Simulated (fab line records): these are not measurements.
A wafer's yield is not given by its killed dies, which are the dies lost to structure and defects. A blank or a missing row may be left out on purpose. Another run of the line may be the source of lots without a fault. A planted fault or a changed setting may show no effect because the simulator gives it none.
fab line records | flow nandHarc
record lots=12 wafers=36 lastDay=33
route steps=1302 shown P_M1@310 P_M2@328 END@1302
lots that met no fault: taken from a fault-free run of the same line
startH: start of the lot's first displayed wafer, in hours after the record's first day | waitH: hours since the lot's step before | " as in the row above | L1.1+2: a single row standing in for several wafers | - value missing, or start not given | * or withheld: withheld | < > ~ a bound
route shown NAME@n: a module of which the file shows steps, and the number in the route of the first | usual: mean and standard deviation over wafers with no fault | same: alike in all rows | chamber/n: place in a boat | sites: per-site readings | _std_site: how widely they spread, as a standard deviation | _edge_site: inner sites' mean taken away from outer sites' mean | radiusMm: for every site, how far away it sits from the centre of the wafer | mask NAME#n: copy n | behind: tool/chamber where the wafer was last shaped | hold: the reason the lot was held/the length of the hold in hours/how it ended | device: whichever transistor did not switch (one of n, p or np) | end of line: tests of these same wafers at the route's end | step lacking rows: just its recipe | killed: count of dies lost to structure and defects at first sort (not the wafer's yield) | map: dies across one wafer; x = killed, . = not, _ = none there
set.NAME: setting as actually run; set.NAME@STEP: the setting as run at that earlier step | model.NAME: the simulator's own value behind a step, which no gauge read
one table for each step of the route and one row for each wafer, over a sample of lots
services: a tool's chamber out of use, with start hour (startH, from the record's first day; less than 0 if before it), hours out, and reason
## steps
# step NHARC_P_M1_ANNEAL_31
# recipe tempC=225 timeS=90
# usual wafer_temp_C_max=226.20/0.27
# columns lot.wafer tool chamber startH waitH wafer_temp_C_max
L953.3 rtpAnneal-02 0 132.71 - 225.98
L953.4 " 0 " " 226.58
L953.6 " 0 " " 226.32
L956.3 rtpAnneal-02 0 166.45 0.3 226.74
L956.5 " 0 " " 226.50
L956.6 " 0 " " 226.49
L957.1 rtpAnneal-02 0 167.70 0.3 226.13
L957.3 " 0 " " 226.40
L957.4 " 0 " " 226.58
L958.1 rtpAnneal-02 0 173.04 - 226.02
L958.5 " 0 " " 226.28
L958.6 " 0 " " 226.09
L963.1 rtpAnneal-01 0 233.10 0.3 226.02
L963.4 " 0 " " 226.29
L963.6 " 0 " " 226.62
L965.2 rtpAnneal-02 0 251.40 0.3 226.96
L965.5 " 0 " " 226.15
L965.6 " 0 " " 225.69
L967.1 rtpAnneal-02 0 277.06 - 226.17
L967.2 " 0 " " 226.71
L967.4 " 0 " " 226.54
L971.1 rtpAnneal-02 0 307.52 - 226.23
L971.4 " 0 " " 226.27
L971.5 " 0 " " 226.26
L972.4 rtpAnneal-01 0 322.86 0.3 225.72
L972.5 " 0 " " 226.06
L972.6 " 0 " " 226.21
L973.2 rtpAnneal-02 0 327.79 0.4 226.10
L973.3 " 0 " " 225.79
L973.4 " 0 " " 226.26
L974.1 rtpAnneal-02 0 333.75 0.3 226.43
L974.4 " 0 " " 226.21
L974.6 " 0 " " 226.10
L976.2 rtpAnneal-02 0 355.54 - 226.15
L976.4 " 0 " " 225.80
L976.6 " 0 " " 226.28
# step NHARC_P_M2_CD_MEAS_09
# recipe targetCdNm=170 landingEnergyEv=500
# usual cdNm=169.6/0.71
# columns lot.wafer tool chamber startH waitH cdNm
L953.3 cdSem-02 0 134.82 - 169.9
L953.4 " 0 " " 169.7
L953.6 " 0 " " 169.4
L956.3 cdSem-02 0 168.44 - 169.9
L956.5 " 0 " " 169.9
L956.6 " 0 " " 170.6
L957.1 cdSem-01 0 169.92 - 168.4
L957.3 " 0 " " 168.7
L957.4 " 0 " " 168.6
L958.1 cdSem-01 0 175.23 - 168.8
L958.5 " 0 " " 169.2
L958.6 " 0 " " 168.8
L963.1 cdSem-01 0 235.17 - 170.7
L963.4 " 0 " " 170.2
L963.6 " 0 " " 170.1
L965.2 cdSem-02 0 253.56 - 169.5
L965.5 " 0 " " 168.6
L965.6 " 0 " " 169.3
L967.1 cdSem-03 0 279.28 - 169.5
L967.2 " 0 " " 170.0
L967.4 " 0 " " 169.1
L971.1 cdSem-01 0 309.74 - 170.9
L971.4 " 0 " " 170.3
L971.5 " 0 " " 170.0
L972.4 cdSem-02 0 324.79 - 170.1
L972.5 " 0 " " 170.4
L972.6 " 0 " " 170.2
L973.2 cdSem-01 0 329.96 - 168.9
L973.3 " 0 " " 169.6
L973.4 " 0 " " 168.5
L974.1 cdSem-03 0 335.96 - 169.6
L974.4 " 0 " " 168.8
L974.6 " 0 " " 169.9
L976.2 cdSem-01 0 357.60 - 169.9
L976.4 " 0 " " 170.1
L976.6 " 0 " " 169.6
# step NHARC_P_M2_ETCH_15
# recipe targetDepthA=1825 timeS=91.2 c4f8FlowSccm=withheld arFlowSccm=400 rfW=600 biasW=300 chemistry=C4F8/Ar
# usual biasW=300.0/0.84 oesProductAu=0.947/0.024 rfVppV=441.6/2.4 runLengthS=112.7/0.43
# columns lot.wafer tool chamber startH waitH biasW oesProductAu rfHoursCounterH rfVppV runLengthS
L953.4 rieDiel-02 2 135.18 - 299.0 0.964 4.4 439.3 112.3
L953.3 " 0 " " 300.7 0.956 4.3 443.3 112.8
L953.6 " 1 " " 300.2 0.962 - 440.2 112.6
L956.3 rieDiel-09 2 168.81 - 299.9 0.971 0.7 438.9 112.4
L956.6 " 0 " " 300.8 0.970 - 444.4 112.3
L956.5 " 1 " " 301.7 0.962 - 441.0 112.4
L957.4 rieDiel-09 0 170.28 - 300.8 0.968 1.0 446.0 112.3
L957.1 " 1 " " 300.1 0.971 0.9 439.2 112.2
L957.3 " 3 " " 300.8 0.970 0.9 445.6 112.6
L958.1 rieDiel-02 2 175.59 - 300.0 0.974 5.6 438.6 112.5
L958.5 " 1 " " 300.7 0.948 - 440.3 112.5
L958.6 " 2 " " 300.7 0.971 - 438.3 112.5
L963.1 rieDiel-04 1 236.01 - 300.2 0.925 2.8 445.9 113.3
L963.4 " 2 " " 300.3 0.917 2.8 437.1 112.7
L963.6 " 3 " " 300.3 0.934 - 442.8 113.2
L965.2 rieDiel-04 3 253.94 - 300.2 0.926 4.0 442.1 112.7
L965.5 " 0 " " - 0.924 - 441.2 104.4
L965.6 " 1 " " 299.9 0.917 - 443.8 113.1
L967.2 rieDiel-04 2 279.63 - 300.4 0.920 5.5 438.6 112.7
L967.1 " 0 " " - 0.920 5.9 440.3 104.8
L967.4 " 1 " " 301.0 0.920 5.5 446.1 113.2
L971.4 rieDiel-02 3 310.10 - 300.2 0.971 4.3 444.7 112.2
L971.1 " 2 " " 300.6 0.978 4.1 437.6 112.8
L971.5 " 0 " " 299.5 0.949 - 441.8 112.8
L972.4 rieDiel-02 2 325.14 - 300.3 0.947 4.6 438.0 112.4
L972.6 " 2 " " 299.9 0.948 - 437.8 112.2
L972.5 " 3 " " 300.5 0.936 - 445.1 111.8
L973.4 rieDiel-02 0 330.31 - 300.4 0.954 5.2 442.8 112.6
L973.3 " 2 " " 301.9 0.982 4.7 437.9 112.2
L973.2 " 3 " " 299.8 0.961 4.9 444.8 112.1
L974.4 rieDiel-09 2 336.32 - 298.7 0.976 0.2 440.9 112.3
L974.1 " 1 " " 300.6 0.962 0.2 439.1 112.3
L974.6 " 3 " " 299.7 0.992 - 443.3 112.3
L976.4 rieDiel-02 1 357.97 - 298.9 0.932 6.2 441.3 112.4
L976.2 " 2 " " 298.8 0.942 6.1 437.7 112.3
L976.6 " 0 " " 301.4 0.925 - 443.0 112.6
# step NHARC_P_M2_STRIP_18
# recipe powerW=1000 n2FlowSccm=150 h2FlowSccm=150 arFlowSccm=0 biasW=0 chemistry=N2/H2
# usual drypumpMotorCurrentA=5.9/0.35 h2FlowSccm=150.0/0.48 oesProductAu=1.000/0.011 rfVppV=90.8/0.98 showerheadPlenumPTorr=2.07/0.084 throttleValvePct=14.171/0.0091
# same biasW=0
# columns lot.wafer tool chamber startH waitH drypumpMotorCurrentA h2FlowSccm oesProductAu rfHoursCounterH rfVppV showerheadPlenumPTorr throttleValvePct
L953.4 rieDiel-04 0 135.38 0.1 5.4 150.2 1.008 5.4 90.4 2.04 14.180
L953.3 " 3 " " 5.4 150.4 1.003 6.1 91.5 2.05 14.192
L953.6 " 0 " " 5.4 149.9 1.003 - 90.7 2.04 14.177
L956.3 rieDiel-04 0 169.02 0.1 5.4 150.9 1.007 6.4 90.8 2.04 14.154
L956.6 " 3 " " 5.5 149.5 1.009 - 91.0 2.05 14.185
L956.5 " 0 " " 5.4 150.9 1.008 - 88.9 2.04 14.166
L957.4 rieDiel-04 0 170.53 0.1 5.4 149.4 1.002 6.5 91.3 2.04 14.179
L957.3 " 1 " " 6.0 149.8 1.003 6.8 90.2 2.20 14.166
L957.1 " 2 " " 5.8 149.2 0.987 7.4 89.2 1.96 14.165
L958.1 rieDiel-02 2 175.85 0.1 6.0 150.5 0.989 5.7 91.4 1.95 14.173
L958.6 " 0 " " 6.1 149.8 0.956 - 92.5 2.10 14.182
L958.5 " 1 " " 5.8 149.8 0.989 - 88.5 2.01 14.201
L963.1 rieDiel-02 0 236.23 0.1 6.2 150.3 0.989 0.5 92.0 2.10 14.180
L963.4 " 2 " " 6.0 150.2 1.011 0.4 88.6 1.95 14.157
L963.6 " 0 " " 6.2 149.9 0.990 - 90.8 2.10 14.169
L965.2 rieDiel-09 2 254.16 0.1 5.8 150.7 1.004 5.9 89.1 2.01 14.175
L965.5 " 0 " " 5.7 149.5 1.003 - 91.1 2.17 14.167
L965.6 " 2 " " 5.8 150.5 1.004 - 90.3 2.01 14.163
L967.2 rieDiel-02 3 279.87 0.1 6.4 149.2 0.999 2.4 91.9 2.18 14.170
L967.1 " 0 " " 6.2 150.0 0.988 2.2 91.0 2.10 14.166
L967.4 " 1 " " 5.8 150.1 1.014 2.2 90.7 2.01 14.160
L971.1 rieDiel-04 1 310.31 0.1 6.0 150.2 0.990 7.0 91.5 2.20 14.171
L971.4 " 0 " " 5.4 149.4 0.996 7.8 88.8 2.04 14.170
L971.5 " 1 " " 6.0 150.2 0.994 - 92.1 2.20 14.181
L972.4 rieDiel-04 3 325.40 0.1 5.5 149.5 0.994 8.7 90.1 2.05 14.171
L972.6 " 1 " " 6.0 150.4 0.989 - 92.4 2.20 14.168
L972.5 " 2 " " 5.9 150.7 0.989 - 90.2 1.96 14.167
L973.2 rieDiel-04 0 330.54 0.1 5.4 149.9 0.993 10.0 90.4 2.04 14.170
L973.4 " 1 " " 6.0 150.5 0.988 9.3 91.7 2.20 14.166
L973.3 " 3 " " 5.4 150.2 0.983 8.8 90.1 2.05 14.167
L974.4 rieDiel-02 3 336.58 0.1 6.3 149.7 1.012 5.3 91.7 2.18 14.161
L974.1 " 0 " " 6.2 150.6 0.998 5.6 90.3 2.09 14.164
L974.6 " 1 " " 5.9 149.4 1.008 - 91.5 2.00 14.184
L976.4 rieDiel-02 2 358.16 0.1 6.0 150.2 1.009 6.1 90.0 1.95 14.172
L976.2 " 0 " " 6.1 150.6 0.995 6.3 90.7 2.09 14.173
L976.6 " 3 " " 6.4 149.9 1.009 - 91.2 2.18 14.174
# step NHARC_END_SORT_01
# recipe tempC=25
# usual defectLimitedYield=91.0/2.8 killedAtArray=56/18 killedAtOther=1.4/1.5 killedAtPeriphery=4/3.1 killedDies=61/19 killedOpen=3.5/1.8 killedShort=2.4/1.4
# same grossDies=677
# columns lot.wafer tool chamber startH waitH defectLimitedYield[%] killedAtArray killedAtOther killedAtPeriphery killedDies killedOpen killedShort
L958.1 prober-02 0 612.33 2.5 90.7 61 1 1 63 2 2
L958.5 prober-02 0 615.51 3.7 89.8 67 1 1 69 5 0
L958.6 prober-02 0 616.31 4.0 92.2 51 1 1 53 1 4
L965.5 prober-01 0 711.92 3.7 88.2 72 0 8 80 2 5
L967.1 prober-02 0 729.28 2.5 91.7 50 1 5 56 2 2
# killed by level:class
L958.1 A_CHANNEL_HOLE_D2:chamberFilmFlake=34 A_CHANNEL_HOLE_D1:chamberFilmFlake=6 A_CONTACT:chamberFilmFlake=6 A_STAIRCASE:chamberFilmFlake=4 A_DECK1_JOINT:chamberFilmFlake=3 A_CHANNEL_FILL_D2:chamberFilmFlake=3 P_GATE:geometricParticle:short=1 A_ONON_D1:geometricParticle:open=1
L958.5 A_CHANNEL_HOLE_D2:chamberFilmFlake=47 A_CHANNEL_HOLE_D1:chamberFilmFlake=5 A_M1:chamberFilmFlake=3 A_CHANNEL_FILL_D2:geometricParticle:open=2 A_CHANNEL_FILL_D2:chamberFilmFlake=2 A_STAIRCASE:chamberFilmFlake=2 A_CONTACT:chamberFilmFlake=2 P_CONTACT:geometricParticle:open=1
L958.6 A_CHANNEL_HOLE_D2:chamberFilmFlake=31 A_STAIRCASE:chamberFilmFlake=4 A_CHANNEL_HOLE_D1:chamberFilmFlake=3 A_CONTACT:chamberFilmFlake=3 A_CHANNEL_FILL_D2:chamberFilmFlake=2 P_M1:geometricParticle:open=1 A_ONON_D1:geometricParticle:short=1 A_DECK1_JOINT:geometricParticle:short=1
L965.5 A_SLIT:chamberFilmFlake=32 A_CHANNEL_HOLE_D1:chamberFilmFlake=31 P_M2:areaEtch=4 A_DECK1_JOINT:geometricParticle:short=2 P_M0:geometricParticle:short=1 P_M2:geometricParticle:short=1 A_STAIRCASE:geometricParticle:open=1 A_WL_FILL:geometricParticle:short=1
L967.1 A_CHANNEL_HOLE_D2:chamberFilmFlake=21 A_SLIT:chamberFilmFlake=11 A_CHANNEL_HOLE_D1:chamberFilmFlake=8 P_GATE:chamberFilmFlake=3 A_STAIRCASE:chamberFilmFlake=2 A_ONON_D1:geometricParticle:open=1 A_ONON_D2:geometricParticle:short=1 A_WL_FILL:geometricParticle:short=1
## services
# columns tool chamber startH hours kind
rieDiel-04 0 110.28 1.3 repair
rieDiel-02 0 122.45 - clean
rieDiel-02 1 122.45 - clean
rieDiel-02 2 122.45 - clean
rieDiel-02 3 122.45 - clean
rieDiel-04 2 124.07 7.6 repair
rieDiel-04 0 130.44 4.2 repair
rieDiel-09 - 143.10 9.0 pm
rieDiel-02 0 146.95 - clean
rieDiel-02 1 146.95 - clean
rieDiel-02 2 146.95 - clean
rieDiel-02 3 146.95 - clean
rieDiel-02 0 171.45 - clean
rieDiel-02 1 171.45 - clean
rieDiel-02 2 171.45 - clean
rieDiel-02 3 171.45 - clean
rieDiel-04 - 177.90 9.0 pm
rieDiel-02 0 191.61 3.5 repair
rieDiel-02 - 216.70 9.0 pm
rieDiel-09 1 246.60 14.7 repair
rieDiel-04 1 293.79 5.0 repair
rieDiel-09 - 320.10 9.0 pm
rieDiel-04 0 342.95 27.6 repair
rieDiel-04 - 354.90 9.0 pm
## key
firstSign step=NHARC_P_M2_ETCH_15 reading=runLengthS direction=down sigmas=19 usual=* struck=*
effect none on later readings
metAt NHARC_P_M2_ETCH_15
struckLots L965,L967
struckWafers L965.5,L967.1
notActingAt NHARC_P_M1_ANNEAL_31,NHARC_P_M2_CD_MEAS_09,NHARC_P_M2_STRIP_18
fault kind=processParameterDrift tool=rieDiel-04 chamber=0 onsetH=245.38 steps=NHARC_P_M2_ETCH_15 channel=timeS offset=* shape=step endH=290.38 actsIn=* stated=*
